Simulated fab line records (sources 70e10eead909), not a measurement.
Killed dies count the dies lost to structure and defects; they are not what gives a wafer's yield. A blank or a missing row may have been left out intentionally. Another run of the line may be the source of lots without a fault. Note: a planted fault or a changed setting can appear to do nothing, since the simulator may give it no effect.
Chamber matching | flow nand-harc | NHARC_A_STAIRCASE_DESCUM_168 on rie-diel-13 has 4 sister chambers
The step chemistry O2, time 3 s. 4 wafers are shown with their chamber, then 8 later ones without.

== WAFERS, EACH WITH ITS CHAMBER ==
wafer  | chamber | showerhead-plenum-p-Torr (Torr)
L078.3 | 1       | 2.06
L085.2 | 0       | 1.90
L085.5 | 3       | 1.77
L090.1 | 2       | 1.96

== WAFERS MISSING THEIR CHAMBER ==
wafer  | showerhead-plenum-p-Torr (Torr)
L090.2 | 1.89
L090.6 | 1.96
L091.2 | 2.04
L091.3 | 1.89
L091.6 | 2.08
L094.1 | 2.04
L094.2 | 2.07
L094.5 | 2.04

== WHICH CHAMBER EACH WENT THROUGH ==
wafer  | from the rows above | in truth
L090.2 | 0                   | 0
L090.6 | 2                   | 2
L091.2 | 1                   | 1
L091.3 | 0                   | 0
L091.6 | 1                   | 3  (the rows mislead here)
L094.1 | 1                   | 1
L094.2 | 1                   | 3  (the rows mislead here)
L094.5 | 1                   | 1
Correct placement for 6 of the 8. Left unplaced by these rows: 0. 2 placed wrongly.
How it was worked out, from the rows above alone: a wafer's distance from a chamber is the root of the sum, over the readings, of the square of ((its reading less the chamber's mean) divided by the reading's scatter). The wafer belongs to the nearest chamber; if the next one is less than 2 further off, it can't be placed. Each chamber's mean is taken over the wafers shown for it. The scatter: root of mean squared gap, hidden wafer to nearest shown wafer, with one shown wafer a chamber.
